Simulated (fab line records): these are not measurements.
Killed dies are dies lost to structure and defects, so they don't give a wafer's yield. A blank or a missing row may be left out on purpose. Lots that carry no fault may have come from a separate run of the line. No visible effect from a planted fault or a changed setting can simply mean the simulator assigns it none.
fab line records	flow n5-finfet
record lots=7	wafers=21
route steps=1938 shown HKMG_FIN@386 GATE_CUT@484 MOL_CONTACT_COAG@523
start-h: hours from the record's first day to the start of the lot's first wafer shown	wait-h: hours elapsed since this lot's preceding step	" repeats the value in the row above	L1.1+2: a row that stands for several wafers	- no value, or no start was given	* or withheld: withheld	< > ~ a bound
route shown NAME@n: NAME is a module with steps in the file, n the number in the route of the first one	usual: mean/standard deviation of fault-free wafers	same: alike in all rows	chamber/n: place in a boat	sites: per-site readings	_std_site: the values' standard deviation	_edge_site: mean of outer sites minus mean of inner sites	radius-mm: how far each site lies from the wafer's centre	mask NAME#n: copy n	behind: the last tool/chamber to shape the wafer	hold: why the lot was held/for how many hours/how that ended	device: whichever transistor did not switch (one of n, p or np)	end of line: at the end of the route, the tests of the same wafers	step lacking rows: just its recipe	killed: count of dies lost to structure and defects at first sort (not the wafer's yield)	map: a wafer's dies, marking killed ones x, the rest . and places with no die _
set.NAME: the setting the step ran with; set.NAME@STEP: the setting that earlier step ran with	model.NAME: the simulator's own value behind a step, which no gauge read
lots run with intentionally changed settings; tables by step, rows by wafer
## steps
# step N5_HKMG_FIN_HK_ALD_01
# recipe material=HfO2	target-thk-a=16	temp-c=withheld	ald-precursor-family=HfCl4	ald-co-reactant=H2O	pulse-time-s=3	purge-time-s=3	co-reactant-purge-time-s=2.5	co-reactant-pulse-time-s=0.3	ald-cycles=30
lot.wafer	tool	chamber	start-h	wait-h	set.ald-cycles
L077.3+4+5	ald-hk-03	2,0,3	88.44	0.0	30
L079.1	ald-hk-03	3	102.10	0.0	26
L079.3+5	"	0,3	"	"	30
L080.2+5+6	ald-hk-01	3,3,2	107.14	0.0	30
L085.1+6	ald-hk-03	2	136.29	0.0	30
L085.5	"	3	"	"	26
L088.2+3+6	ald-hk-03	0,2,1	158.24	0.0	26
L092.1+2+3	ald-hk-02	2,1,0	182.62	0.0	30
L095.1+3+6	ald-hk-03	1,3,3	196.14	0.0	30
# step N5_HKMG_FIN_ETCH_58
# recipe chemistry=N2/H2	target=SOC	target-depth-a=2158	ion-energy-ev=50	bias-w=13	time-s=741	pressure-mtorr=30	source-w=875	n2-flow-sccm=200	h2-flow-sccm=200
# usual rf-vpp-V=99.0/0.88
lot.wafer	tool	chamber	start-h	wait-h	set.source-w	rf-vpp-V	model.SOC_of_HKMG_FIN_COAT_41.thk-nm	model.etch.depth-nm	model.HKMG_FIN.feature-depth-nm
L077.3	rie-diel-05	0	89.91	0.0	960.7	95.2	70.2	230.6	230.6
L077.4	"	2	"	"	875	98.9	92.6	210.1	210.2
L077.5	"	3	"	"	960.7	96.2	71.4	229.2	229.2
L079.1	rie-diel-06	2	103.46	0.0	875	98.6	84	217	217
L079.3	"	3	"	"	991.8	93.5	59	241.9	241.8
L079.5	"	2	"	"	875	98.1	84.4	215.9	216
L080.2	rie-diel-04	3	108.55	0.0	875	99.6	85.2	214.7	214.8
L080.5	"	0	"	"	833.1	100.7	96	204.6	204.6
L080.6	"	3	"	"	833.1	101.7	94.6	205.7	205.8
L085.1	rie-diel-05	3	137.67	0.0	875	99.5	89.8	210.5	210.4
L085.5	"	0	"	"	875	98.7	82.2	218.2	218.2
L085.6	"	3	"	"	875	99.2	88.8	210.8	210.8
L088.2	rie-diel-06	1	159.57	0.0	875	99.1	84.2	215.1	215
L088.3	"	3	"	"	817.1	101.0	96.6	201.9	202
L088.6	"	3	"	"	817.1	101.5	95.4	203.4	203.4
L092.1	rie-diel-06	3	183.99	0.0	875	99.1	85.6	214	214
L092.2	"	2	"	"	800.1	101.3	101	198.9	199
L092.3	"	0	"	"	800.1	103.8	100.8	199	199
L095.1	rie-diel-06	1	197.47	0.0	875	98.5	85.8	215	215
L095.3	"	0	"	"	875	99.3	88.8	212.9	212.8
L095.6	"	0	"	"	875	99.7	88	213.2	213.2
# step N5_HKMG_FIN_STRIP_93
# recipe chemistry=N2/H2	material=SOC	time-s=20	power-w=500	temp-c=40	pressure-mtorr=50	rf-frequency-hz=6e+07	bias-power-w=8	h2-frac=0.5	n2-flow-sccm=300	h2-flow-sccm=300
# step N5_HKMG_FIN_WET_ETCH_76
# recipe chemistry=dNH4OH	mix=1:50	temp-c=25	target=Al2O3	stop-on=La2O3	target-depth-nm=2.25	dry=ipa-marangoni	rinse-time-s=30	rinse-temp-c=23
# step N5_HKMG_FIN_WET_ETCH_82
# recipe chemistry=dHCl	mix=1:10000	temp-c=25	target=La2O3	stop-on=HfO2	target-depth-nm=2	dry=ipa-marangoni	rinse-time-s=30	rinse-temp-c=23
# step N5_HKMG_FIN_ALD_36
# recipe material=TiN	target-thk-a=10	temp-c=400	ald-precursor-family=TiCl4	ald-co-reactant=NH3	pulse-time-s=1	purge-time-s=3	co-reactant-purge-time-s=2	co-reactant-pulse-time-s=2	ald-cycles=47	pressure-torr=3
# step N5_HKMG_FIN_THK_MEAS_70
# recipe thk-meas-gauge=xrf	reads=HfO2_of_HKMG_FIN_HK_ALD_01
# usual HK_THK=1.606/0.02
lot.wafer	tool	chamber	start-h	wait-h	set.ald-cycles@HKMG_FIN_HK_ALD_01	HK_THK[nm]
L077.3	film-metro-01	-	92.06	0.2	30	1.616
L077.4	"	-	"	"	30	1.625
L077.5	"	-	"	"	30	1.606
L079.1	film-metro-01	-	105.58	0.2	26	1.361
L079.3	"	-	"	"	30	1.585
L079.5	"	-	"	"	30	1.587
L080.2	film-metro-02	-	110.92	0.2	30	1.645
L080.5	"	-	"	"	30	1.611
L080.6	"	-	"	"	30	1.638
L085.1	film-metro-01	-	139.98	0.2	30	1.637
L085.5	"	-	"	"	26	1.392
L085.6	"	-	"	"	30	1.624
L088.2	film-metro-02	-	161.70	0.2	26	1.413
L088.3	"	-	"	"	26	1.392
L088.6	"	-	"	"	26	1.387
L092.1	film-metro-01	-	186.28	0.2	30	1.582
L092.2	"	-	"	"	30	1.612
L092.3	"	-	"	"	30	1.620
L095.1	film-metro-02	-	199.81	0.2	30	1.626
L095.3	"	-	"	"	30	1.605
L095.6	"	-	"	"	30	1.617
# step N5_GATE_CUT_EXPOSE_10
# recipe mask-id=GATE_CUT	na=0.33	source-shape=annular	sigma-inner=0.35	sigma-outer=0.8	polarization=unpolarized	target-cd-nm=20	dose-mj=43.25
lot.wafer	tool	chamber	start-h	wait-h	mask	set.dose-mj
L077.3+4+5	euv-scanner-01	0	100.86	-	GATE_CUT#0	43.25
L079.1+3+5	euv-scanner-01	0	114.83	-	GATE_CUT#0	43.25
L080.2+6	euv-scanner-01	0	119.79	-	GATE_CUT#0	45.94
L080.5	"	0	"	"	GATE_CUT#0	43.25
L085.1	euv-scanner-01	0	149.09	-	GATE_CUT#0	41.38
L085.5+6	"	0	"	"	GATE_CUT#0	43.25
L088.2	euv-scanner-01	0	171.13	-	GATE_CUT#0	46.46
L088.3+6	"	0	"	"	GATE_CUT#0	43.25
L092.1	euv-scanner-02	0	195.23	-	GATE_CUT#0	40.06
L092.2+3	"	0	"	"	GATE_CUT#0	43.25
L095.1+3+6	euv-scanner-01	0	208.99	-	GATE_CUT#0	43.25
# step N5_GATE_CUT_PEB_11
# recipe peb-temp-c=100	peb-time-s=60	resist=CAR-EUV
# step N5_GATE_CUT_DEVELOP_12
# recipe develop-time-s=30	developer=TMAH	resist=CAR-EUV	rinse-liquid=surfactant-rinse	dry=air-spin	dev-temp-c=23
# step N5_GATE_CUT_CD_MEAS_13
# recipe target-cd-nm=20	landing-energy-ev=500	detector=se-inlens
# usual cd-nm=20.01/0.25
lot.wafer	tool	chamber	start-h	wait-h	set.dose-mj@GATE_CUT_EXPOSE_10	cd-nm
L077.3	cd-sem-01	0	100.98	-	43.25	20.05
L077.4	"	0	"	"	43.25	20.40
L077.5	"	0	"	"	43.25	20.61
L079.1	cd-sem-03	0	114.96	-	43.25	20.08
L079.3	"	0	"	"	43.25	20.30
L079.5	"	0	"	"	43.25	20.27
L080.2	cd-sem-01	0	119.92	-	45.94	21.02
L080.5	"	0	"	"	43.25	20.38
L080.6	"	0	"	"	45.94	21.22
L085.1	cd-sem-01	0	149.22	-	41.38	18.68
L085.5	"	0	"	"	43.25	20.01
L085.6	"	0	"	"	43.25	19.80
L088.2	cd-sem-01	0	171.25	-	46.46	21.40
L088.3	"	0	"	"	43.25	20.33
L088.6	"	0	"	"	43.25	19.98
L092.1	cd-sem-01	0	195.36	-	40.06	18.37
L092.2	"	0	"	"	43.25	19.82
L092.3	"	0	"	"	43.25	20.09
L095.1	cd-sem-03	0	209.13	-	43.25	20.16
L095.3	"	0	"	"	43.25	20.10
L095.6	"	0	"	"	43.25	20.02
# step N5_GATE_CUT_DESCUM_18
# recipe chemistry=O2	time-s=7	source-power-w=50	bias-power-w=20	pressure-mtorr=20	rf-frequency-hz=2.712e+07	temp-c=40	resist=CAR-EUV	o2-flow-sccm=225
lot.wafer	tool	chamber	start-h	wait-h	set.dose-mj@GATE_CUT_EXPOSE_10	model.GATE_CUT.cd-nm
L077.3+4+5	rie-diel-02	2,0,0	101.10	0.0	43.25	20.4
L079.1+3+5	rie-diel-02	2,3,3	115.24	0.2	43.25	20
L080.2	rie-diel-03	2	120.04	0.0	45.94	21.4
L080.5	"	0	"	"	43.25	20.2
L080.6	"	1	"	"	45.94	21.2
L085.1	rie-diel-03	2	149.36	0.0	41.38	19
L085.5	"	1	"	"	43.25	20
L085.6	"	2	"	"	43.25	20.2
L088.2	rie-diel-02	1	171.38	0.0	46.46	21.6
L088.3+6	"	3,2	"	"	43.25	20.2
L092.1	rie-diel-02	1	195.48	0.0	40.06	18.4
L092.2	"	3	"	"	43.25	20
L092.3	"	0	"	"	43.25	20.2
L095.1+3+6	rie-diel-02	3,2,3	209.25	0.0	43.25	20
# step N5_GATE_CUT_ETCH_28
# recipe chemistry=N2/H2	target=underlayer	target-depth-a=130	mask-material=CAR-EUV	time-s=10.4	ion-energy-ev=200	pressure-mtorr=30	source-w=840	bias-w=150	n2-flow-sccm=200	h2-flow-sccm=200	ends=cleared
lot.wafer	tool	chamber	start-h	wait-h	set.dose-mj@GATE_CUT_EXPOSE_10	model.GATE_CUT.cd-nm
L077.3+4+5	rie-diel-02	2,0,0	101.14	0.0	43.25	20.4
L079.1+3+5	rie-diel-02	2,3,3	115.27	0.0	43.25	20
L080.2	rie-diel-03	2	120.07	0.0	45.94	21.4
L080.5	"	0	"	"	43.25	20.2
L080.6	"	1	"	"	45.94	21.2
L085.1	rie-diel-03	2	149.40	0.0	41.38	19
L085.5	"	1	"	"	43.25	20
L085.6	"	2	"	"	43.25	20.4
L088.2	rie-diel-02	1	171.41	0.0	46.46	21.6
L088.3	"	3	"	"	43.25	20.4
L088.6	"	2	"	"	43.25	20.2
L092.1	rie-diel-02	1	195.52	0.0	40.06	18.4
L092.2	"	3	"	"	43.25	20
L092.3	"	0	"	"	43.25	20.2
L095.1	rie-diel-02	3	209.28	0.0	43.25	20.2
L095.3+6	"	2,3	"	"	43.25	20
# step N5_GATE_CUT_ETCH_36
# recipe chemistry=CF4	target=SiARC	target-depth-a=130	mask-material=CAR-EUV	time-s=21.7	ion-energy-ev=80	pressure-mtorr=40	source-w=545	bias-w=36	Ar_flow_sccm=100	cf4-flow-sccm=100	ends=cleared
lot.wafer	tool	chamber	start-h	wait-h	set.cf4-flow-sccm
L077.3+4+5	rie-diel-02	2,0,0	101.16	0.0	100
L079.1	rie-diel-02	2	115.29	0.0	100
L079.3+5	"	3	"	"	78.55
L080.2+5+6	rie-diel-03	2,0,1	120.09	0.0	100
L085.1+5	rie-diel-03	2,1	149.41	0.0	100
L085.6	"	2	"	"	112.7
L088.2+3+6	rie-diel-02	1,3,2	171.43	0.0	100
L092.1+2	rie-diel-02	1,3	195.54	0.0	100
L092.3	"	0	"	"	90.43
L095.1+3+6	rie-diel-02	3,2,3	209.30	0.0	100
# step N5_GATE_CUT_ETCH_37
# recipe chemistry=N2/H2	target=SOC	target-depth-a=600	overetch-a=120	mask-material=SiARC	temp-c=40	time-s=90	ion-energy-ev=200	pressure-mtorr=30	source-w=840	bias-w=150	n2-flow-sccm=200	h2-flow-sccm=200
# step N5_GATE_CUT_STRIP_38
# recipe chemistry=N2/H2	temp-c=40	n2-flow-sccm=200	h2-flow-sccm=200	rf-frequency-hz=6e+07
# step N5_GATE_CUT_STRIP_41
# recipe chemistry=CF4	resist=SiARC	power-w=300	bias-power-w=75	pressure-mtorr=50	cf4-flow-sccm=150	rf-frequency-hz=6e+07
# step N5_GATE_CUT_STRIP_42
# recipe chemistry=O2	power-w=400	temp-c=40	pressure-mtorr=30	rf-frequency-hz=6e+07	bias-power-w=0	overash-fraction=0.3	o2-flow-sccm=225
# step N5_GATE_CUT_ETCH_19
# recipe chemistry=CH3F/O2	target=SiNx	mask-material=SiO2	target-depth-a=537	time-s=76.7	pressure-mtorr=30	source-w=395	bias-w=73	Ar_flow_sccm=150	CH3F_flow_sccm=30	O2_flow_sccm=20	ion-energy-ev=120	ends=cleared
lot.wafer	tool	chamber	start-h	wait-h	set.dose-mj@GATE_CUT_EXPOSE_10	model.GATE_CUT.cd-nm
L077.3+5	rie-diel-02	2,0	101.39	0.0	43.25	20.6
L077.4	"	0	"	"	43.25	20.8
L079.1+5	rie-diel-02	2,3	115.52	0.0	43.25	20.2
L079.3	"	3	"	"	43.25	19.8
L080.2	rie-diel-03	2	120.32	0.0	45.94	21.6
L080.5	"	0	"	"	43.25	20.6
L080.6	"	1	"	"	45.94	21.4
L085.1	rie-diel-03	2	149.65	0.0	41.38	19.2
L085.5	"	1	"	"	43.25	20.2
L085.6	"	2	"	"	43.25	20.6
L088.2	rie-diel-02	1	171.66	0.0	46.46	21.6
L088.3	"	3	"	"	43.25	20.4
L088.6	"	2	"	"	43.25	20.2
L092.1	rie-diel-02	1	195.77	0.0	40.06	18.6
L092.2	"	3	"	"	43.25	20
L092.3	"	0	"	"	43.25	20.4
L095.1+3	rie-diel-02	3,2	209.53	0.0	43.25	20
L095.6	"	3	"	"	43.25	19.6
# step N5_MOL_CONTACT_COAG_EXPOSE_05
# recipe mask-id=CA	na=0.33	source-shape=annular	sigma-inner=0.4	sigma-outer=0.8	polarization=unpolarized	defocus-nm=0	dose-mj=38.25
lot.wafer	tool	chamber	start-h	wait-h	mask	set.dose-mj
L077.3+5	euv-scanner-02	0	104.78	-	CA#0	35.91
L077.4	"	0	"	"	CA#0	38.25
L079.1+3+5	euv-scanner-02	0	118.82	-	CA#0	38.25
L080.2	euv-scanner-02	0	123.58	-	CA#0	38.25
L080.5+6	"	0	"	"	CA#0	35.92
L085.1	euv-scanner-02	0	152.89	-	CA#0	38.25
L085.5+6	"	0	"	"	CA#0	35.54
L088.2+3+6	euv-scanner-01	0	175.07	-	CA#0	38.25
L092.1+2+3	euv-scanner-02	0	199.03	-	CA#0	40.78
L095.1+3+6	euv-scanner-01	0	212.91	-	CA#0	38.25
# step N5_MOL_CONTACT_COAG_PEB_06
# recipe peb-temp-c=100	peb-time-s=60	resist=CAR-EUV
# step N5_MOL_CONTACT_COAG_DEVELOP_07
# recipe develop-time-s=30	developer=TMAH	resist=CAR-EUV	rinse-liquid=surfactant-rinse	dry=air-spin	dev-temp-c=23
# step N5_MOL_CONTACT_COAG_CD_MEAS_08
# recipe target-cd-nm=28	landing-energy-ev=500	detector=se-inlens	polarity=opening
# usual cd-nm=28.03/0.22
lot.wafer	tool	chamber	start-h	wait-h	set.dose-mj@MOL_CONTACT_COAG_EXPOSE_05	cd-nm
L077.3	cd-sem-01	0	104.90	-	35.91	26.47
L077.4	"	0	"	"	38.25	27.96
L077.5	"	0	"	"	35.91	26.76
L079.1	cd-sem-02	0	118.95	-	38.25	27.98
L079.3	"	0	"	"	38.25	27.93
L079.5	"	0	"	"	38.25	27.91
L080.2	cd-sem-02	0	123.71	-	38.25	27.87
L080.5	"	0	"	"	35.92	26.76
L080.6	"	0	"	"	35.92	26.62
L085.1	cd-sem-02	0	153.02	-	38.25	28.16
L085.5	"	0	"	"	35.54	26.48
L085.6	"	0	"	"	35.54	26.67
L088.2	cd-sem-02	0	175.20	-	38.25	28.01
L088.3	"	0	"	"	38.25	27.57
L088.6	"	0	"	"	38.25	28.09
L092.1	cd-sem-02	0	199.16	-	40.78	29.39
L092.2	"	0	"	"	40.78	29.23
L092.3	"	0	"	"	40.78	29.64
L095.1	cd-sem-02	0	213.04	-	38.25	27.79
L095.3	"	0	"	"	38.25	27.86
L095.6	"	0	"	"	38.25	28.25
# step N5_MOL_CONTACT_COAG_DESCUM_13
# recipe chemistry=O2	time-s=7	source-power-w=50	bias-power-w=20	pressure-mtorr=20	rf-frequency-hz=2.712e+07	temp-c=40	resist=CAR-EUV	o2-flow-sccm=225
# step N5_MOL_CONTACT_COAG_ETCH_59
# recipe chemistry=N2/H2	target=underlayer	target-depth-a=130	mask-material=CAR-EUV	time-s=10.4	ion-energy-ev=200	pressure-mtorr=30	source-w=840	bias-w=150	n2-flow-sccm=200	h2-flow-sccm=200	ends=cleared
lot.wafer	tool	chamber	start-h	wait-h	set.dose-mj@MOL_CONTACT_COAG_EXPOSE_05	model.MOL_CONTACT_COAG.cd-offset-nm
L077.3	rie-diel-05	0	105.41	0.0	35.91	-1.4
L077.4	"	3	"	"	38.25	0.2
L077.5	"	1	"	"	35.91	-1.2
L079.1+5	rie-diel-04	1,3	119.10	0.0	38.25	0
L079.3	"	3	"	"	38.25	-0.2
L080.2	rie-diel-05	2	123.87	0.0	38.25	0
L080.5	"	3	"	"	35.92	-1.4
L080.6	"	1	"	"	35.92	-1.2
L085.1	rie-diel-04	0	153.19	0.0	38.25	0
L085.5+6	"	0,2	"	"	35.54	-1.6
L088.2+6	rie-diel-04	0,3	175.45	0.0	38.25	0
L088.3	"	1	"	"	38.25	-0.2
L092.1+2	rie-diel-04	1,2	199.49	0.0	40.78	1.2
L092.3	"	3	"	"	40.78	1.4
L095.1	rie-diel-06	3	213.19	0.0	38.25	0
L095.3+6	"	2,3	"	"	38.25	0.2
# step N5_MOL_CONTACT_COAG_ETCH_105
# recipe chemistry=CF4	target=SiARC	target-depth-a=156	mask-material=CAR-EUV	time-s=26	ion-energy-ev=80	pressure-mtorr=40	source-w=545	bias-w=36	Ar_flow_sccm=100	cf4-flow-sccm=100	ends=cleared
lot.wafer	tool	chamber	start-h	wait-h	set.dose-mj@MOL_CONTACT_COAG_EXPOSE_05	model.MOL_CONTACT_COAG.cd-offset-nm
L077.3	rie-diel-05	0	105.43	0.0	35.91	-1.4
L077.4	"	3	"	"	38.25	0
L077.5	"	1	"	"	35.91	-1.2
L079.1	rie-diel-04	1	119.12	0.0	38.25	0.2
L079.3+5	"	3	"	"	38.25	-0.2
L080.2	rie-diel-05	2	123.89	0.0	38.25	0
L080.5	"	3	"	"	35.92	-1.4
L080.6	"	1	"	"	35.92	-1.2
L085.1	rie-diel-04	0	153.21	0.0	38.25	0
L085.5+6	"	0,2	"	"	35.54	-1.6
L088.2	rie-diel-04	0	175.47	0.0	38.25	0
L088.3+6	"	1,3	"	"	38.25	-0.2
L092.1	rie-diel-04	1	199.51	0.0	40.78	1
L092.2+3	"	2,3	"	"	40.78	1.2
L095.1	rie-diel-06	3	213.21	0.0	38.25	0
L095.3+6	"	2,3	"	"	38.25	0.2
# step N5_MOL_CONTACT_COAG_CONTACT_ETCH_14
# recipe chemistry=C4F6/O2	target=SiO2	target-depth-a=275	overetch-a=85	mask-material=SOC	pressure-mtorr=30	source-w=370	bias-w=185	Ar_flow_sccm=300	C4F6_flow_sccm=16	O2_flow_sccm=10	time-s=20	ion-energy-ev=259.6
# usual rf-vpp-V=694.3/2.6
lot.wafer	tool	chamber	start-h	wait-h	set.source-w	rf-vpp-V
L077.3	rie-diel-05	0	105.56	0.0	335.9	708.1
L077.4	"	3	"	"	370	690.7
L077.5	"	1	"	"	370	697.8
L079.1	rie-diel-04	1	119.25	0.0	370	694.5
L079.3	"	3	"	"	306.9	736.5
L079.5	"	3	"	"	370	694.3
L080.2	rie-diel-05	2	124.02	0.0	370	694.2
L080.5	"	3	"	"	370	692.0
L080.6	"	1	"	"	370	696.9
L085.1	rie-diel-04	0	153.34	0.0	333.9	719.8
L085.5	"	0	"	"	370	695.5
L085.6	"	2	"	"	370	692.8
L088.2	rie-diel-04	0	175.60	0.0	370	693.8
L088.3	"	1	"	"	370	694.0
L088.6	"	3	"	"	311.8	732.6
L092.1	rie-diel-04	1	199.63	0.0	326.5	719.7
L092.2	"	2	"	"	370	694.1
L092.3	"	3	"	"	326.5	721.2
L095.1	rie-diel-06	3	213.34	0.0	370	688.1
L095.3	"	2	"	"	370	687.4
L095.6	"	3	"	"	370	688.0
# step N5_MOL_CONTACT_COAG_STRIP_109
# recipe chemistry=C4F6/O2	resist=SiARC	rf-frequency-hz=6e+07
# step N5_MOL_CONTACT_COAG_ETCH_15
# recipe chemistry=CH3F/O2	target=SiNx	target-depth-a=70	mask-material=SOC	stop-on=Si:P	over-etch-frac=0.75	ion-energy-ev=120	pressure-mtorr=30	source-w=395	bias-w=73	Ar_flow_sccm=150	CH3F_flow_sccm=30	O2_flow_sccm=20
# step N5_MOL_CONTACT_COAG_ETCH_110
# recipe chemistry=CF4/O2	target=Si	target-depth-a=25	time-s=8	pressure-mtorr=100	source-w=200	bias-w=12	ion-energy-ev=60	Ar_flow_sccm=100	cf4-flow-sccm=100	O2_flow_sccm=10
# step N5_MOL_CONTACT_COAG_STRIP_98
# recipe chemistry=N2/H2	power-w=500	temp-c=40	pressure-mtorr=50	rf-frequency-hz=6e+07	overash-fraction=0.3	bias-power-w=8	h2-frac=0.5	n2-flow-sccm=300	h2-flow-sccm=300
# step N5_MOL_CONTACT_COAG_CD_MEAS_99
# recipe target-cd-nm=17.2	polarity=opening
# usual cd-nm=17.19/0.28
lot.wafer	tool	chamber	start-h	wait-h	set.dose-mj@MOL_CONTACT_COAG_EXPOSE_05	cd-nm
L077.3	cd-sem-02	-	105.78	-	35.91	15.91
L077.4	"	-	"	"	38.25	17.02
L077.5	"	-	"	"	35.91	16.30
L079.1	cd-sem-03	-	119.47	-	38.25	17.21
L079.3	"	-	"	"	38.25	16.99
L079.5	"	-	"	"	38.25	17.14
L080.2	cd-sem-02	-	124.24	-	38.25	17.24
L080.5	"	-	"	"	35.92	16.09
L080.6	"	-	"	"	35.92	15.89
L085.1	cd-sem-01	-	153.55	-	38.25	16.91
L085.5	"	-	"	"	35.54	15.81
L085.6	"	-	"	"	35.54	15.41
L088.2	cd-sem-02	-	175.81	-	38.25	17.38
L088.3	"	-	"	"	38.25	16.86
L088.6	"	-	"	"	38.25	17.44
L092.1	cd-sem-03	-	199.85	-	40.78	18.60
L092.2	"	-	"	"	40.78	18.81
L092.3	"	-	"	"	40.78	18.74
L095.1	cd-sem-02	-	213.55	-	38.25	17.23
L095.3	"	-	"	"	38.25	16.90
L095.6	"	-	"	"	38.25	17.69
## key
split step=N5_HKMG_FIN_HK_ALD_01	setting=ald-cycles	stated=30	by=wafer
response step=N5_HKMG_FIN_THK_MEAS_70	reading=HK_THK	change=+0.0174	per=1%	r=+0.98
split step=N5_HKMG_FIN_ETCH_58	setting=source-w	stated=875	by=wafer
response step=N5_HKMG_FIN_ETCH_58	reading=rf-vpp-V	change=-0.357	per=1%	r=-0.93
response step=N5_HKMG_FIN_ETCH_58	reading=model.SOC_of_HKMG_FIN_COAT_41.thk-nm	change=-1.95	per=1%	r=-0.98
response step=N5_HKMG_FIN_ETCH_58	reading=model.etch.depth-nm	change=+1.91	per=1%	r=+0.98
response step=N5_HKMG_FIN_ETCH_58	reading=model.HKMG_FIN.feature-depth-nm	change=+1.9	per=1%	r=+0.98
split step=N5_GATE_CUT_EXPOSE_10	setting=dose-mj	stated=43.25	by=wafer
response step=N5_GATE_CUT_CD_MEAS_13	reading=cd-nm	change=+0.185	per=1%	r=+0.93
response step=N5_GATE_CUT_DESCUM_18	reading=model.GATE_CUT.cd-nm	change=+0.207	per=1%	r=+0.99
response step=N5_GATE_CUT_ETCH_28	reading=model.GATE_CUT.cd-nm	change=+0.205	per=1%	r=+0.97
response step=N5_GATE_CUT_ETCH_19	reading=model.GATE_CUT.cd-nm	change=+0.193	per=1%	r=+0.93
split step=N5_GATE_CUT_ETCH_36	setting=cf4-flow-sccm	stated=100	by=wafer
response none clear
split step=N5_MOL_CONTACT_COAG_EXPOSE_05	setting=dose-mj	stated=38.25	by=wafer
response step=N5_MOL_CONTACT_COAG_CD_MEAS_08	reading=cd-nm	change=+0.213	per=1%	r=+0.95
response step=N5_MOL_CONTACT_COAG_ETCH_59	reading=model.MOL_CONTACT_COAG.cd-offset-nm	change=+0.228	per=1%	r=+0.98
response step=N5_MOL_CONTACT_COAG_ETCH_105	reading=model.MOL_CONTACT_COAG.cd-offset-nm	change=+0.218	per=1%	r=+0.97
response step=N5_MOL_CONTACT_COAG_CD_MEAS_99	reading=cd-nm	change=+0.18	per=1%	r=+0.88
split step=N5_MOL_CONTACT_COAG_CONTACT_ETCH_14	setting=source-w	stated=370	by=wafer
response step=N5_MOL_CONTACT_COAG_CONTACT_ETCH_14	reading=rf-vpp-V	change=-2.35	per=1%	r=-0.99
